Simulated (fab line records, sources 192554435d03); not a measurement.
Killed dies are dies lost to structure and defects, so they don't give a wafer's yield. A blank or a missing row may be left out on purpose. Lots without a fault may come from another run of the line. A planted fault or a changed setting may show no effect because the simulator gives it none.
One fault seen from 2 desks | flow n5_finfet | each desk has only its own numbers; what lay behind them comes last

THE TOOL OWNER'S DESK: euv_scanner-01
The tool's own readings at N5_MOL_CONTACT_COAG_EXPOSE_81 (exposes mask VG, defocus 0 nm): means of the sampled wafers that have a number, for each lot that ran on this tool. A lot is out of limits, marked OUT, if its mean lies more than 4 standard deviations from the usual mean; the brackets give that distance.
Columns: A = exposure_dose_mJ_cm2 at N5_MOL_CONTACT_COAG_EXPOSE_81, usual 59.48
lot  | first seen here | A
L264 | day 5 00:00     | 59.47
L267 | day 5 19:14     | 59.54
L273 | day 7 10:23     | 59.47
L277 | day 8 09:46     | 59.54
L279 | day 8 16:59     | 59.61
This desk's finding: nothing out of limits on any of the 5 lots.

THE METROLOGY DESK
What the gauges read, lot by lot, whatever tool the lot ran on: means of the sampled wafers that have a number. A lot is out of limits, marked OUT, if its mean lies more than 4 standard deviations from the usual mean; the brackets give that distance.
Columns: A = cd_nm at N5_MOL_CONTACT_COAG_CD_MEAS_84, usual 25.17 nm; B = cd_nm at N5_MOL_CONTACT_COAG_CD_MEAS_137, usual 16.0 nm
lot  | first seen here | A                | B
L264 | day 5 00:09     | 25.16            | 16.1
L267 | day 5 19:22     | 25.24            | 15.6
L268 | day 6 05:13     | 25.44            | 16.3
L270 | day 6 15:29     | 25.03            | 16.1
L273 | day 7 10:32     | 25.24            | 16.3
L275 | day 8 01:08     | 25.39            | 15.8
L276 | day 8 04:32     | 24.91            | 15.9
L277 | day 8 09:54     | 24.11 (-5.0) OUT | 15.0
L279 | day 8 17:07     | 23.41 (-8.4) OUT | 14.3 (-4.1) OUT
L286 | day 10 21:24    | 25.49            | 16.2
This desk's finding: out of limits on L277, L279; first on L277, day 8 09:54 (cd_nm at N5_MOL_CONTACT_COAG_CD_MEAS_84). In limits: L264, L267, L268, L270, L273, L275, L276, L286.

PUT TOGETHER
The metrology desk could have raised an alarm at day 8 09:54, on L277, L279.
The tool owner's desk saw nothing out of limits.
The tool owner's desk has L277, L279 on record, within its limits.
Of the lots named, all ran N5_MOL_CONTACT_COAG_EXPOSE_81 on euv_scanner-01.

WHAT THE SIMULATOR HAD PUT IN
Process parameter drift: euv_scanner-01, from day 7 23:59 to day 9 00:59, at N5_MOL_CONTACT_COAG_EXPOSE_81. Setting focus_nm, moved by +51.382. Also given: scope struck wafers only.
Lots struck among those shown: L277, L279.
Hours from the fault's start to each desk's first reading out of limits: the metrology desk, 10.
